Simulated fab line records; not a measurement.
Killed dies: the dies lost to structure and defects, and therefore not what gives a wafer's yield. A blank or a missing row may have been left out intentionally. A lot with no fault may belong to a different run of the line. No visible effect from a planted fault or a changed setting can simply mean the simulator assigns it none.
Split-lot study | flow n5 finfet | 21 wafers read across 7 lots, on a route 1938 steps long

## SPLIT DETAILS
At N5_MOL_CONTACT_COAG_ALD_123 (deposits SiNx, target thk 5 nm, pulse time 1 s, purge time 2 s), the setting ald cycles was moved away from the recipe's 100 on 6 of the 21 wafers read, by -16.0% to +5.0%. All remaining wafers had this setting at the recipe value.

## FROM THE SPLIT TO THE READING: what the file shows between them, 4 steps
- N5_MOL_CONTACT_COAG_PECVD_31: deposits SiO2 from TEOS/O2, target thk 46 nm, time 8.9 s
- N5_MOL_CONTACT_COAG_COAT_75: time 60 s, resist thk 60 nm
- N5_MOL_CONTACT_COAG_STRIP_120: strips in CHF3
- N5_MOL_CONTACT_COAG_VIA_ETCH_117: etches SiO2 in C4F6/O2, target depth 40 nm, overetch 8 nm, time 26 s

## THE READING
etch.depth nm (the simulator's own value, which no gauge read), in nm, at N5_MOL_CONTACT_COAG_ETCH_124 (etches SiNx in CH3F/O2, stops on SiOC, target depth 6.5 nm). The file gives no usual value for it. The 15 wafers here that ran the recipe average 5.008 nm, standard deviation 0.019 nm.

wafer  | tool, chamber at the split | ald cycles as run | against the recipe | etch.depth nm, nm | against lot-mates on the recipe
L077.2 | ald sin-04, 2,1            | 100               | recipe             | 5.006             | -
L077.4 | ald sin-04, 1              | 84                | -16.0%             | 4.206             | -0.806
L077.6 | ald sin-04, 2,1            | 100               | recipe             | 5.018             | -
L078.1 | ald sin-04, 1,3,1          | 100               | recipe             | 5.005             | -
L078.5 | ald sin-04, 1,3,1          | 100               | recipe             | 5.013             | -
L078.6 | ald sin-04, 1,3,1          | 100               | recipe             | 5.019             | -
L079.4 | ald sin-03, 2,2,1          | 100               | recipe             | 4.981             | -
L079.5 | ald sin-03, 2,2,1          | 100               | recipe             | 4.996             | -
L079.6 | ald sin-03, 2,2,1          | 100               | recipe             | 5.027             | -
L082.1 | ald sin-03, 1,3            | 105               | +5.0%              | 5.265             | +0.305
L082.4 | ald sin-03, 0              | 100               | recipe             | 4.96              | -
L082.6 | ald sin-03, 1,3            | 105               | +5.0%              | 5.241             | +0.281
L084.3 | ald sin-04, 2              | 104               | +4.0%              | 5.194             | +0.184
L084.4 | ald sin-04, 0,1            | 100               | recipe             | 5.007             | -
L084.5 | ald sin-04, 0,1            | 100               | recipe             | 5.013             | -
L086.2 | ald sin-01, 3,2,0          | 100               | recipe             | 5.042             | -
L086.3 | ald sin-01, 3,2,0          | 100               | recipe             | 5.021             | -
L086.4 | ald sin-01, 3,2,0          | 100               | recipe             | 5                 | -
L089.1 | ald sin-01, 2,3            | 88                | -12.0%             | 4.405             | -0.611
L089.3 | ald sin-01, 1              | 100               | recipe             | 5.016             | -
L089.5 | ald sin-01, 2,3            | 88                | -12.0%             | 4.398             | -0.618
Rows listing several chambers each stand for several wafers; the file does not say which wafer went through which chamber.

FIT RESULTS
A straight line over all 21 wafers: etch.depth nm changes by +0.0501 nm for each +1% of ald cycles; r = +1.00; the points scatter about the line by 0.018 nm.
The same after taking each lot's own level away (the mean of its wafers on the recipe; 21 wafers): +0.0515 nm for each +1%; r = +1.00; scatter 0.017 nm.
According to that fit, moving ald cycles by its largest amount changes the reading by 0.82 nm.
The lots' own levels span 4.9600 to 5.0210 nm, that is 3.3 times the standard deviation above.
Consequently the slope shifts little with the lot-to-lot level, the two slopes agreeing.
Check: with one of the wafers moved furthest among these (-16.0%) left out of the fit, the line predicts -0.831 nm for it against its lot-mates. Against them it came out at -0.806 nm.

## OTHER SPLITS ON THESE WAFERS
Before the reading, these wafers also passed through other splits. Each is held against what the fit with the lots' levels taken away leaves over:
other split on the same wafers               | wafers away from the commonest value | r with etch.depth nm (lot level and that fit taken away)
N5_GATE_CUT_COAT_34 spin rpm                 | 5                                    | -0.45
N5_MOL_CONTACT_COAG_ETCH_105 bias w          | 5                                    | +0.22
N5_MOL_CONTACT_COAG_CONTACT_ETCH_14 source w | 10                                   | +0.01
N5_MOL_CONTACT_COAG_ALD_27 ald cycles        | 7                                    | -0.18

## THE WHOLE CHAIN: every reading that the file lists as answering this split, in the file's order
step                         | what it does                                                   | reading                                                                                  | change (the file's fit)                | r (the file's)
N5_MOL_CONTACT_COAG_ALD_123  | deposits SiNx, target thk 5 nm, pulse time 1 s, purge time 2 s | SiNx_of_MOL_CONTACT_COAG_ALD_123.thk nm (the simulator's own value, which no gauge read) | +0.0494 nm for each +1% of the setting | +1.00
N5_MOL_CONTACT_COAG_ETCH_124 | etches SiNx in CH3F/O2, stops on SiOC, target depth 6.5 nm     | etch.depth nm (the simulator's own value, which no gauge read)                           | +0.0509 nm for each +1% of the setting | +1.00

## THE FILE'S OWN FIT
etch.depth nm changes by +0.0509 nm for each +1% of ald cycles, r = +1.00.
